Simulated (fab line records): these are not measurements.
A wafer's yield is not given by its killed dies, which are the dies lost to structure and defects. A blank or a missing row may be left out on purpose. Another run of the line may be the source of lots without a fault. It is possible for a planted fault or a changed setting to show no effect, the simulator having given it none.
Matching of chambers / flow n5Finfet / 4 sister chambers for N5_BEOL_M5_STRIP_64 on rieDiel-06
The step strips in CF4. 20 wafers are shown with their chamber, then 10 later ones without.

== EACH WAFER AND ITS CHAMBER ==
wafer=L074.1; chamber=0; showerheadPlenumPTorr (Torr)=1.78; drypumpMotorCurrentA (A)=4.9; throttleValvePct (%)=13.47
wafer=L074.2; chamber=1; showerheadPlenumPTorr (Torr)=1.87; drypumpMotorCurrentA (A)=5.5; throttleValvePct (%)=13.85
wafer=L074.3; chamber=2; showerheadPlenumPTorr (Torr)=1.79; drypumpMotorCurrentA (A)=5.8; throttleValvePct (%)=13.83
wafer=L074.4; chamber=3; showerheadPlenumPTorr (Torr)=1.75; drypumpMotorCurrentA (A)=6.3; throttleValvePct (%)=13.19
wafer=L074.5; chamber=2; showerheadPlenumPTorr (Torr)=1.79; drypumpMotorCurrentA (A)=5.8; throttleValvePct (%)=13.85
wafer=L074.6; chamber=1; showerheadPlenumPTorr (Torr)=1.87; drypumpMotorCurrentA (A)=5.6; throttleValvePct (%)=13.87
wafer=L077.1; chamber=0; showerheadPlenumPTorr (Torr)=1.77; drypumpMotorCurrentA (A)=4.9; throttleValvePct (%)=13.48
wafer=L077.2; chamber=2; showerheadPlenumPTorr (Torr)=1.79; drypumpMotorCurrentA (A)=5.8; throttleValvePct (%)=13.84
wafer=L077.5; chamber=0; showerheadPlenumPTorr (Torr)=1.77; drypumpMotorCurrentA (A)=4.9; throttleValvePct (%)=13.51
wafer=L078.1; chamber=2; showerheadPlenumPTorr (Torr)=1.79; drypumpMotorCurrentA (A)=5.8; throttleValvePct (%)=13.86
wafer=L078.3; chamber=1; showerheadPlenumPTorr (Torr)=1.87; drypumpMotorCurrentA (A)=5.5; throttleValvePct (%)=13.88
wafer=L078.6; chamber=3; showerheadPlenumPTorr (Torr)=1.75; drypumpMotorCurrentA (A)=6.3; throttleValvePct (%)=13.19
wafer=L082.1; chamber=1; showerheadPlenumPTorr (Torr)=1.87; drypumpMotorCurrentA (A)=5.5; throttleValvePct (%)=13.89
wafer=L082.2; chamber=2; showerheadPlenumPTorr (Torr)=1.79; drypumpMotorCurrentA (A)=5.8; throttleValvePct (%)=13.86
wafer=L082.5; chamber=2; showerheadPlenumPTorr (Torr)=1.79; drypumpMotorCurrentA (A)=5.8; throttleValvePct (%)=13.86
wafer=L085.2; chamber=2; showerheadPlenumPTorr (Torr)=1.79; drypumpMotorCurrentA (A)=5.7; throttleValvePct (%)=13.87
wafer=L085.4; chamber=1; showerheadPlenumPTorr (Torr)=1.87; drypumpMotorCurrentA (A)=5.5; throttleValvePct (%)=13.88
wafer=L085.5; chamber=1; showerheadPlenumPTorr (Torr)=1.87; drypumpMotorCurrentA (A)=5.6; throttleValvePct (%)=13.89
wafer=L084.4; chamber=0; showerheadPlenumPTorr (Torr)=1.77; drypumpMotorCurrentA (A)=4.9; throttleValvePct (%)=13.52
wafer=L084.5; chamber=3; showerheadPlenumPTorr (Torr)=1.75; drypumpMotorCurrentA (A)=6.3; throttleValvePct (%)=13.23

SIGNATURES (means of the wafers above)
reading=showerheadPlenumPTorr; chamber 0=1.7725; chamber 1=1.8700; chamber 2=1.7900; chamber 3=1.7500; scatter within a chamber=0.00217
reading=drypumpMotorCurrentA; chamber 0=4.900; chamber 1=5.533; chamber 2=5.786; chamber 3=6.300; scatter within a chamber=0.037
reading=throttleValvePct; chamber 0=13.4950; chamber 1=13.8767; chamber 2=13.8529; chamber 3=13.2033; scatter within a chamber=0.0178
Rule: for each reading, subtract the chamber's mean from the wafer's reading, divide by that reading's scatter and square the result; add these up over the readings and take the root, which gives the wafer's distance from the chamber. If the next closest chamber is less than 2 further off than the closest, the wafer can't be placed; otherwise it belongs to the closest. The scatter: the root of (the sum of the squares of (reading less its chamber's mean) over the shown wafers, divided by (wafers less chambers)).

== WAFERS WHOSE CHAMBER IS MISSING ==
wafer=L084.6; showerheadPlenumPTorr (Torr)=1.79; drypumpMotorCurrentA (A)=5.8; throttleValvePct (%)=13.88
wafer=L089.1; showerheadPlenumPTorr (Torr)=1.87; drypumpMotorCurrentA (A)=5.5; throttleValvePct (%)=13.91
wafer=L089.5; showerheadPlenumPTorr (Torr)=1.78; drypumpMotorCurrentA (A)=5.8; throttleValvePct (%)=13.90
wafer=L089.6; showerheadPlenumPTorr (Torr)=1.87; drypumpMotorCurrentA (A)=5.5; throttleValvePct (%)=13.90
wafer=L088.1; showerheadPlenumPTorr (Torr)=1.78; drypumpMotorCurrentA (A)=5.8; throttleValvePct (%)=13.89
wafer=L088.3; showerheadPlenumPTorr (Torr)=1.87; drypumpMotorCurrentA (A)=5.6; throttleValvePct (%)=13.94
wafer=L088.5; showerheadPlenumPTorr (Torr)=1.87; drypumpMotorCurrentA (A)=5.5; throttleValvePct (%)=13.92
wafer=L094.1; showerheadPlenumPTorr (Torr)=1.78; drypumpMotorCurrentA (A)=5.8; throttleValvePct (%)=13.94
wafer=L094.4; showerheadPlenumPTorr (Torr)=1.86; drypumpMotorCurrentA (A)=5.5; throttleValvePct (%)=13.95
wafer=L094.5; showerheadPlenumPTorr (Torr)=1.76; drypumpMotorCurrentA (A)=4.9; throttleValvePct (%)=13.01

== EACH ONE'S CHAMBER ==
wafer=L084.6; from the rows above=2; in truth=2
wafer=L089.1; from the rows above=1; in truth=1
wafer=L089.5; from the rows above=2; in truth=2
wafer=L089.6; from the rows above=1; in truth=1
wafer=L088.1; from the rows above=2; in truth=2
wafer=L088.3; from the rows above=1; in truth=1
wafer=L088.5; from the rows above=1; in truth=1
wafer=L094.1; from the rows above=2; in truth=2
wafer=L094.4; from the rows above=1; in truth=1
wafer=L094.5; from the rows above=0; in truth=0
Correctly placed: 10 of 10. Number that these rows cannot place: 0. Number placed wrongly: 0.
